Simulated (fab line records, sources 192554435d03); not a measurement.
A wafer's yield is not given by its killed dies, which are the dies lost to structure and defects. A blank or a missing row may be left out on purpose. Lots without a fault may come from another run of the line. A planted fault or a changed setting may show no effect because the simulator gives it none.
Lot-split experiment || flow n5Finfet || route with 1938 steps; 7 lots, 39 wafers read

== THE SPLIT ITSELF ==
At N5_DUMMY_GATE_ETCH_32 (etches SiO2 in CF4, target depth 3.5 nm, time 3.9 s), the setting timeS was moved away from the recipe's 3.9 s on 15 of the 39 wafers read, by -22.9% to +24.0%. All remaining wafers had this setting at the recipe value.

The split's own step is where the reading is taken.

== THE READING ==
etch.depthNm (the simulator's own value, which no gauge read), in nm, at N5_DUMMY_GATE_ETCH_32 (etches SiO2 in CF4, target depth 3.5 nm, time 3.9 s). No usual value for it is given in the file. Across the 24 wafers here that went through the recipe, the average is 3.476 nm and the standard deviation 0.055 nm.

{"wafer": "L080.1", "tool, chamber at the split": "rieSi-01, 0", "timeS as run, s": 3.9, "against the recipe": "recipe", "etch.depthNm, nm": 3.531, "against lot-mates on the recipe": "-"}
{"wafer": "L080.2", "tool, chamber at the split": "rieSi-01, 2", "timeS as run, s": 3.9, "against the recipe": "recipe", "etch.depthNm, nm": 3.486, "against lot-mates on the recipe": "-"}
{"wafer": "L080.3", "tool, chamber at the split": "rieSi-01, 3", "timeS as run, s": 3.9, "against the recipe": "recipe", "etch.depthNm, nm": 3.506, "against lot-mates on the recipe": "-"}
{"wafer": "L080.4", "tool, chamber at the split": "rieSi-01, 1", "timeS as run, s": 3.9, "against the recipe": "recipe", "etch.depthNm, nm": 3.452, "against lot-mates on the recipe": "-"}
{"wafer": "L080.5", "tool, chamber at the split": "rieSi-01, 3", "timeS as run, s": 3.9, "against the recipe": "recipe", "etch.depthNm, nm": 3.499, "against lot-mates on the recipe": "-"}
{"wafer": "L080.6", "tool, chamber at the split": "rieSi-01, 0", "timeS as run, s": 3.9, "against the recipe": "recipe", "etch.depthNm, nm": 3.527, "against lot-mates on the recipe": "-"}
{"wafer": "L081.1", "tool, chamber at the split": "rieSi-01, 1", "timeS as run, s": 3.9, "against the recipe": "recipe", "etch.depthNm, nm": 3.44, "against lot-mates on the recipe": "-"}
{"wafer": "L081.2", "tool, chamber at the split": "rieSi-01, 2", "timeS as run, s": 3.9, "against the recipe": "recipe", "etch.depthNm, nm": 3.463, "against lot-mates on the recipe": "-"}
{"wafer": "L081.3", "tool, chamber at the split": "rieSi-01, 3", "timeS as run, s": 3.9, "against the recipe": "recipe", "etch.depthNm, nm": 3.469, "against lot-mates on the recipe": "-"}
{"wafer": "L081.4", "tool, chamber at the split": "rieSi-01, 0", "timeS as run, s": 4.46, "against the recipe": "+14.4%", "etch.depthNm, nm": 4, "against lot-mates on the recipe": "+0.543"}
{"wafer": "L081.5", "tool, chamber at the split": "rieSi-01, 1", "timeS as run, s": 4.46, "against the recipe": "+14.4%", "etch.depthNm, nm": 3.921, "against lot-mates on the recipe": "+0.464"}
{"wafer": "L081.6", "tool, chamber at the split": "rieSi-01, 0", "timeS as run, s": 4.46, "against the recipe": "+14.4%", "etch.depthNm, nm": 4.022, "against lot-mates on the recipe": "+0.565"}
{"wafer": "L083.1", "tool, chamber at the split": "rieSi-01, 0", "timeS as run, s": 3.9, "against the recipe": "recipe", "etch.depthNm, nm": 3.457, "against lot-mates on the recipe": "-"}
{"wafer": "L083.2", "tool, chamber at the split": "rieSi-01, 3", "timeS as run, s": 3.9, "against the recipe": "recipe", "etch.depthNm, nm": 3.46, "against lot-mates on the recipe": "-"}
{"wafer": "L083.5", "tool, chamber at the split": "rieSi-01, 0", "timeS as run, s": 3.9, "against the recipe": "recipe", "etch.depthNm, nm": 3.463, "against lot-mates on the recipe": "-"}
{"wafer": "L088.1", "tool, chamber at the split": "rieSi-02, 3", "timeS as run, s": 4.364, "against the recipe": "+11.9%", "etch.depthNm, nm": 3.928, "against lot-mates on the recipe": "+0.533"}
{"wafer": "L088.2", "tool, chamber at the split": "rieSi-02, 1", "timeS as run, s": 3.9, "against the recipe": "recipe", "etch.depthNm, nm": 3.388, "against lot-mates on the recipe": "-"}
{"wafer": "L088.3", "tool, chamber at the split": "rieSi-02, 0", "timeS as run, s": 4.364, "against the recipe": "+11.9%", "etch.depthNm, nm": 3.802, "against lot-mates on the recipe": "+0.407"}
{"wafer": "L088.4", "tool, chamber at the split": "rieSi-02, 2", "timeS as run, s": 4.364, "against the recipe": "+11.9%", "etch.depthNm, nm": 4, "against lot-mates on the recipe": "+0.605"}
{"wafer": "L088.5", "tool, chamber at the split": "rieSi-02, 0", "timeS as run, s": 3.9, "against the recipe": "recipe", "etch.depthNm, nm": 3.425, "against lot-mates on the recipe": "-"}
{"wafer": "L088.6", "tool, chamber at the split": "rieSi-02, 1", "timeS as run, s": 3.9, "against the recipe": "recipe", "etch.depthNm, nm": 3.371, "against lot-mates on the recipe": "-"}
{"wafer": "L091.1", "tool, chamber at the split": "rieSi-01, 2", "timeS as run, s": 3.9, "against the recipe": "recipe", "etch.depthNm, nm": 3.492, "against lot-mates on the recipe": "-"}
{"wafer": "L091.2", "tool, chamber at the split": "rieSi-01, 0", "timeS as run, s": 4.835, "against the recipe": "+24.0%", "etch.depthNm, nm": 4.389, "against lot-mates on the recipe": "+0.885"}
{"wafer": "L091.3", "tool, chamber at the split": "rieSi-01, 3", "timeS as run, s": 3.9, "against the recipe": "recipe", "etch.depthNm, nm": 3.571, "against lot-mates on the recipe": "-"}
{"wafer": "L091.4", "tool, chamber at the split": "rieSi-01, 1", "timeS as run, s": 3.9, "against the recipe": "recipe", "etch.depthNm, nm": 3.448, "against lot-mates on the recipe": "-"}
{"wafer": "L091.5", "tool, chamber at the split": "rieSi-01, 2", "timeS as run, s": 4.835, "against the recipe": "+24.0%", "etch.depthNm, nm": 4.346, "against lot-mates on the recipe": "+0.842"}
{"wafer": "L091.6", "tool, chamber at the split": "rieSi-01, 1", "timeS as run, s": 4.835, "against the recipe": "+24.0%", "etch.depthNm, nm": 4.31, "against lot-mates on the recipe": "+0.806"}
{"wafer": "L094.1", "tool, chamber at the split": "rieSi-02, 0", "timeS as run, s": 3.008, "against the recipe": "-22.9%", "etch.depthNm, nm": 2.642, "against lot-mates on the recipe": -0.851}
{"wafer": "L094.2", "tool, chamber at the split": "rieSi-02, 3", "timeS as run, s": 3.9, "against the recipe": "recipe", "etch.depthNm, nm": 3.5, "against lot-mates on the recipe": "-"}
{"wafer": "L094.3", "tool, chamber at the split": "rieSi-02, 1", "timeS as run, s": 3.9, "against the recipe": "recipe", "etch.depthNm, nm": 3.395, "against lot-mates on the recipe": "-"}
{"wafer": "L094.4", "tool, chamber at the split": "rieSi-02, 2", "timeS as run, s": 3.9, "against the recipe": "recipe", "etch.depthNm, nm": 3.584, "against lot-mates on the recipe": "-"}
{"wafer": "L094.5", "tool, chamber at the split": "rieSi-02, 0", "timeS as run, s": 3.008, "against the recipe": "-22.9%", "etch.depthNm, nm": 2.634, "against lot-mates on the recipe": -0.859}
{"wafer": "L094.6", "tool, chamber at the split": "rieSi-02, 3", "timeS as run, s": 3.008, "against the recipe": "-22.9%", "etch.depthNm, nm": 2.715, "against lot-mates on the recipe": -0.778}
{"wafer": "L096.1", "tool, chamber at the split": "rieSi-06, 2", "timeS as run, s": 3.051, "against the recipe": "-21.8%", "etch.depthNm, nm": 2.746, "against lot-mates on the recipe": -0.754}
{"wafer": "L096.2", "tool, chamber at the split": "rieSi-06, 0", "timeS as run, s": 3.051, "against the recipe": "-21.8%", "etch.depthNm, nm": 2.78, "against lot-mates on the recipe": -0.720}
{"wafer": "L096.3", "tool, chamber at the split": "rieSi-06, 3", "timeS as run, s": 3.9, "against the recipe": "recipe", "etch.depthNm, nm": 3.475, "against lot-mates on the recipe": "-"}
{"wafer": "L096.4", "tool, chamber at the split": "rieSi-06, 1", "timeS as run, s": 3.051, "against the recipe": "-21.8%", "etch.depthNm, nm": 2.674, "against lot-mates on the recipe": -0.826}
{"wafer": "L096.5", "tool, chamber at the split": "rieSi-06, 0", "timeS as run, s": 3.9, "against the recipe": "recipe", "etch.depthNm, nm": 3.583, "against lot-mates on the recipe": "-"}
{"wafer": "L096.6", "tool, chamber at the split": "rieSi-06, 1", "timeS as run, s": 3.9, "against the recipe": "recipe", "etch.depthNm, nm": 3.443, "against lot-mates on the recipe": "-"}

FIT RESULTS
A straight line over all 39 wafers: etch.depthNm changes by +0.0355 nm for each +1% of timeS; r = +0.99; the points scatter about the line by 0.056 nm.
The same after taking each lot's own level away (the mean of its wafers on the recipe; 39 wafers): +0.0362 nm for each +1%; r = +0.99; scatter 0.053 nm.
Per that fit: largest timeS move, reading shift of 0.87 nm.
The span of the lots' own levels, 3.3947 to 3.5037 nm, comes to 2.0 times the standard deviation stated above.
The two slopes are in agreement: the lot-to-lot level therefore moves the slope only a little.
Check: +0.873 nm against its lot-mates is what the line predicts for one of the wafers moved furthest among these (+24.0%) when that wafer is left out of the fit. Against them it came out at +0.885 nm.

== OTHER SPLITS APPLIED TO THESE WAFERS ==
Other splits were also applied to these wafers ahead of the reading. Each is held against what the fit with the lots' levels taken away leaves over:
{"other split on the same wafers": "N5_WELL_APT_IMPLANT_14 energyKev", "wafers away from the commonest value": 18, "r with etch.depthNm (lot level and that fit taken away)": "+0.12"}
{"other split on the same wafers": "N5_WELL_APT_EPI_41 targetThkA", "wafers away from the commonest value": 12, "r with etch.depthNm (lot level and that fit taken away)": -0.07}
{"other split on the same wafers": "N5_DUMMY_GATE_EXPOSE_12 doseMj", "wafers away from the commonest value": 18, "r with etch.depthNm (lot level and that fit taken away)": "+0.14"}

== FILE'S OWN FIT ==
etch.depthNm changes by +0.0362 nm for each +1% of timeS, r = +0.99.
